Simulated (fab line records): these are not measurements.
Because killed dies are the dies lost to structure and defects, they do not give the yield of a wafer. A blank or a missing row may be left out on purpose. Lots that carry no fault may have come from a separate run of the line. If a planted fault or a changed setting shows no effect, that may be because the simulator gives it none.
Comparing a struck lot with a sound one / flow n5_finfet / 16 steps out of a route of 1938
Sound: wafers L605.4, L605.5, L605.6. Struck: wafer L608.2; the same lot's L608.1 was not struck, so it is left out; see the end for the cause.
At each step with rows: each side's tool, then ch and its chambers, then its first start. Under that, the readings that differ: sound wafers / struck wafers / difference of the means / sigmas: that difference in standard deviations of wafers without a fault.
alike: same words and numbers on both sides, and readings whose means sit less than 2 such deviations apart. not compared: any withheld reading, any reading some wafer has no value for, any bound like >300 that may hide the same value, and any number with overlapping values for which the record gives no deviation.
A row with sigmas, a row that says differs or no value, or rows on one side alone: a step with any of these is where the two part. Numbers that don't overlap but have no deviation are shown without sigmas and don't part them. A reading that every wafer of one side lacks parts them only if that side has two wafers or more.

first, 4 steps without rows for these wafers: N5_BEOL_M3_SOFTBAKE_23 (time 60 s); N5_BEOL_M3_EXPOSE_25 (exposes mask V2, defocus 5 nm); N5_BEOL_M3_PEB_26 (peb time 60 s); N5_BEOL_M3_DEVELOP_27 (develop time 30 s).
N5_BEOL_M3_CD_MEAS_28: target cd 25.7 nm, target cd y 23.3 nm.
  sound on cd_sem-03 ch 0, day 9 10:47; struck on cd_sem-03 ch 0, day 10 02:13
  alike: cd_nm
N5_BEOL_M3_OVL_MEAS_29:
  sound on overlay-01 ch 0, day 9 10:50; struck on overlay-02 ch 0, day 10 02:14
  alike: V2_OVL
N5_BEOL_M3_INSPECT_30: inspects for defects (brightfield).
  struck on defect_inspect-02, day 10 02:17; sound on defect_inspect-02, day 9 10:53
reading=raw_defect_count; sound=598 538 815; struck=305; difference=-345; sigmas=-3
N5_BEOL_M3_DESCUM_33: chemistry O2, time 7 s.
  sound on rie_diel-01 ch 0,1,3, day 9 11:01; struck on rie_diel-06 ch 0, day 10 02:20
  alike: drypump_motor_current_A, oes_product_au, rf_vpp_V, showerhead_plenum_p_Torr, throttle_valve_pct
  not compared: rf_hours_counter_h
N5_BEOL_M3_ETCH_77: etches underlayer in N2/H2, target depth 6.5 nm, time 5.2 s.
  sound on rie_diel-01 ch 0,1,3, day 9 11:02; struck on rie_diel-06 ch 0, day 10 02:22
  alike: drypump_motor_current_A, etch_rf_on_time_s, oes_product_au, rf_vpp_V, showerhead_plenum_p_Torr, throttle_valve_pct
  not compared: rf_hours_counter_h
N5_BEOL_M3_ETCH_69: etches SiARC in CF4, target depth 15.6 nm, time 26 s.
  sound on rie_diel-01 ch 0,1,3, day 9 11:04; struck on rie_diel-06 ch 0, day 10 02:23
  alike: drypump_motor_current_A, etch_rf_on_time_s, mfc_ar_sccm, oes_product_au, rf_vpp_V, showerhead_plenum_p_Torr, throttle_valve_pct
  not compared: rf_hours_counter_h
N5_BEOL_M3_ALD_98: deposits SiO2, target thk 2.5 nm, pulse time 1 s, co reactant pulse time 1 s.
  sound on ald_sin-04 ch 0,1, day 9 11:08; struck on ald_sin-04 ch 2, day 10 02:31
  alike: heater_power_w, precursor_pulse_height_rel
N5_BEOL_M3_ETCHBACK_99: etches SiO2 in CHF3, target depth 5 nm, time 10.4 s.
  sound on rie_diel-01 ch 1,2,3, day 9 11:25; struck on rie_diel-01 ch 1, day 10 04:33
  alike: drypump_motor_current_A, mfc_ar_sccm, oes_product_au, rf_vpp_V, showerhead_plenum_p_Torr, throttle_valve_pct
  not compared: rf_hours_counter_h
N5_BEOL_M3_ETCH_70: etches SOC in N2/H2, target depth 80 nm, overetch 16 nm, time 120 s.
  sound on rie_diel-01 ch 1,2,3, day 9 11:27; struck on rie_diel-01 ch 1, day 10 04:35
reading=oes_product_au (a.u.); sound=0.63 0.55 0.67; struck=0.85; difference=+0.23; sigmas=+3
reading=run_length_s (s); sound=143.2 142.5 143.3; struck=100.1; difference=-42.9; sigmas=-89
reading=model.SiARC_of_BEOL_M3_COAT_68.thk_nm (nm); sound=6.4 6.4 6.4; struck=8.4; difference=+2.0; sigmas=
  alike: drypump_motor_current_A, rf_vpp_V, showerhead_plenum_p_Torr, throttle_valve_pct
  not compared: rf_hours_counter_h
then, 1 step without rows for these wafers: N5_BEOL_M3_STRIP_71 (strips in N2/H2).
N5_BEOL_M4_RC_MEAS_101:
  sound on prober-02 ch 0, day 10 04:04; struck on prober-02 ch 0, day 11 03:17
  alike: DIBL_N, DIBL_P, IOFF_N, IOFF_P, ION_N, ION_P, SS_N, SS_P, VT_N, VT_P
-- here the record skips 4 days between the struck wafers' starts before and after, leaving off in module BEOL_M4 and picking up in module PASSIVATION (first step shown: number 1936 of the route) --
N5_PASSIVATION_PROBE_49:
  struck on prober-02, day 15 10:02; sound on prober-01, day 14 18:09
reading=killed_at_other; sound=13 2 4; struck=0; difference=-6; sigmas=-2
  alike: defect_limited_yield, killed_at_M0_to_M3, killed_at_M4_up, killed_at_contacts, killed_at_front_end, killed_dies, killed_on_rim, killed_open, killed_short, sort_bin_5_function, sort_bin_6_memory, sort_bin_8_speed, sort_n_pass, sort_yield_pct

== WHERE THEY PART ==
Last at N5_PASSIVATION_PROBE_49 as far as this record goes, first at N5_BEOL_M3_INSPECT_30.

WHY: what the simulator had put in
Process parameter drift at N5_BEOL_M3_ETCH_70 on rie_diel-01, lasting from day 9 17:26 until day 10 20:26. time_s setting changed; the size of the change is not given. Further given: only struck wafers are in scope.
